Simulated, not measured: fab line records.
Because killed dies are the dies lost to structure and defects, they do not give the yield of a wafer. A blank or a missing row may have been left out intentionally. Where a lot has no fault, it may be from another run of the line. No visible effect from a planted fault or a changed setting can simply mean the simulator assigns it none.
Split-lot study || flow n5-finfet || route with 1938 steps; 7 lots, 21 wafers read

ABOUT THE SPLIT
At N5_WELL_APT_PEB_06 (peb time 90 s), the setting peb-time-s was moved away from the recipe's 90 s on 6 of the 21 wafers read, by -9.8% to +19.3%. All remaining wafers had this setting at the recipe value.

FROM THE SPLIT TO THE READING: what the file shows between them, 2 steps
- N5_WELL_APT_DEVELOP_07: develop time 45 s (also split here: develop-time-s)
- N5_WELL_APT_HARDBAKE_12: time 120 s

THE READING
cd-nm at N5_WELL_APT_CD_MEAS_08, given in nm (cd target 200 nm). On this fab line, fault-free wafers typically give 199.4 nm with a standard deviation of 1.6 nm.

{"wafer": "L076.3", "tool, chamber at the split": "litho-track-01, 0", "peb-time-s as run, s": 81.2, "against the recipe": "-9.8%", "cd-nm, nm": 197.2, "against lot-mates on the recipe": -0.3}
{"wafer": "L076.4", "tool, chamber at the split": "litho-track-01, 0", "peb-time-s as run, s": 81.2, "against the recipe": "-9.8%", "cd-nm, nm": 196.0, "against lot-mates on the recipe": -1.5}
{"wafer": "L076.5", "tool, chamber at the split": "litho-track-01, 0", "peb-time-s as run, s": 90, "against the recipe": "recipe", "cd-nm, nm": 197.5, "against lot-mates on the recipe": "-"}
{"wafer": "L078.2", "tool, chamber at the split": "litho-track-02, 0", "peb-time-s as run, s": 90, "against the recipe": "recipe", "cd-nm, nm": 196.2, "against lot-mates on the recipe": "-"}
{"wafer": "L078.3", "tool, chamber at the split": "litho-track-02, 0", "peb-time-s as run, s": 90, "against the recipe": "recipe", "cd-nm, nm": 198.4, "against lot-mates on the recipe": "-"}
{"wafer": "L078.4", "tool, chamber at the split": "litho-track-02, 0", "peb-time-s as run, s": 107.4, "against the recipe": "+19.3%", "cd-nm, nm": 205.2, "against lot-mates on the recipe": "+7.9"}
{"wafer": "L080.2", "tool, chamber at the split": "litho-track-03, 0", "peb-time-s as run, s": 90, "against the recipe": "recipe", "cd-nm, nm": 201.5, "against lot-mates on the recipe": "-"}
{"wafer": "L080.3", "tool, chamber at the split": "litho-track-03, 0", "peb-time-s as run, s": 100.2, "against the recipe": "+11.3%", "cd-nm, nm": 204.5, "against lot-mates on the recipe": "+4.1"}
{"wafer": "L080.4", "tool, chamber at the split": "litho-track-03, 0", "peb-time-s as run, s": 90, "against the recipe": "recipe", "cd-nm, nm": 199.4, "against lot-mates on the recipe": "-"}
{"wafer": "L083.2", "tool, chamber at the split": "litho-track-01, 0", "peb-time-s as run, s": 90, "against the recipe": "recipe", "cd-nm, nm": 199.5, "against lot-mates on the recipe": "-"}
{"wafer": "L083.3", "tool, chamber at the split": "litho-track-01, 0", "peb-time-s as run, s": 90, "against the recipe": "recipe", "cd-nm, nm": 199.5, "against lot-mates on the recipe": "-"}
{"wafer": "L083.6", "tool, chamber at the split": "litho-track-01, 0", "peb-time-s as run, s": 90, "against the recipe": "recipe", "cd-nm, nm": 198.6, "against lot-mates on the recipe": "-"}
{"wafer": "L084.1", "tool, chamber at the split": "litho-track-02, 0", "peb-time-s as run, s": 90, "against the recipe": "recipe", "cd-nm, nm": 195.5, "against lot-mates on the recipe": "-"}
{"wafer": "L084.2", "tool, chamber at the split": "litho-track-02, 0", "peb-time-s as run, s": 90, "against the recipe": "recipe", "cd-nm, nm": 196.4, "against lot-mates on the recipe": "-"}
{"wafer": "L084.3", "tool, chamber at the split": "litho-track-02, 0", "peb-time-s as run, s": 90, "against the recipe": "recipe", "cd-nm, nm": 197.0, "against lot-mates on the recipe": "-"}
{"wafer": "L087.1", "tool, chamber at the split": "litho-track-01, 0", "peb-time-s as run, s": 105.3, "against the recipe": "+17.0%", "cd-nm, nm": 206.8, "against lot-mates on the recipe": "+8.1"}
{"wafer": "L087.2", "tool, chamber at the split": "litho-track-01, 0", "peb-time-s as run, s": 105.3, "against the recipe": "+17.0%", "cd-nm, nm": 205.6, "against lot-mates on the recipe": "+6.9"}
{"wafer": "L087.4", "tool, chamber at the split": "litho-track-01, 0", "peb-time-s as run, s": 90, "against the recipe": "recipe", "cd-nm, nm": 198.7, "against lot-mates on the recipe": "-"}
{"wafer": "L090.1", "tool, chamber at the split": "litho-track-03, 0", "peb-time-s as run, s": 90, "against the recipe": "recipe", "cd-nm, nm": 199.8, "against lot-mates on the recipe": "-"}
{"wafer": "L090.2", "tool, chamber at the split": "litho-track-03, 0", "peb-time-s as run, s": 90, "against the recipe": "recipe", "cd-nm, nm": 200.3, "against lot-mates on the recipe": "-"}
{"wafer": "L090.3", "tool, chamber at the split": "litho-track-03, 0", "peb-time-s as run, s": 90, "against the recipe": "recipe", "cd-nm, nm": 200.5, "against lot-mates on the recipe": "-"}

FIT RESULTS
A straight line over all 21 wafers: cd-nm changes by +0.376 nm for each +1% of peb-time-s; r = +0.87; the points scatter about the line by 1.7 nm.
The same after taking each lot's own level away (the mean of its wafers on the recipe; 21 wafers): +0.355 nm for each +1%; r = +0.93; scatter 1.1 nm.
The reading moves by 6.9 nm for the largest change in peb-time-s, on that fit.
Across the lots, their own levels run from 196.30 to 200.45 nm, a range of 2.6 times the standard deviation given above.
Hence the lot-to-lot level has little effect on the slope; both slopes agree.
Check: +7.05 nm against its lot-mates is what the line predicts for one of the wafers moved furthest among these (+19.3%) when that wafer is left out of the fit. It came out at +7.9 nm against them.

THESE WAFERS: OTHER SPLITS
These wafers also went through other splits before the reading. Each is held against what the fit with the lots' levels taken away leaves over:
{"other split on the same wafers": "N5_WELL_APT_DEVELOP_07 develop-time-s", "wafers away from the commonest value": 7, "r with cd-nm (lot level and that fit taken away)": "+0.29"}

THE WHOLE CHAIN: every reading that the file lists as answering this split, in the file's order
{"step": "N5_WELL_APT_CD_MEAS_08", "what it does": "target cd 200 nm", "reading": "cd-nm", "change (the file's fit)": "+0.377 nm for each +1% of the setting", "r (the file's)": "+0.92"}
{"step": "N5_WELL_APT_DESCUM_13", "what it does": "chemistry O2, time 7.9 s", "reading": "WELL_APT.cd-nm (the simulator's own value, which no gauge read)", "change (the file's fit)": "+0.369 nm for each +1% of the setting", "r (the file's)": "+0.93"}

THE FILE'S OWN FIT
cd-nm changes by +0.377 nm for each +1% of peb-time-s, r = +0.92.
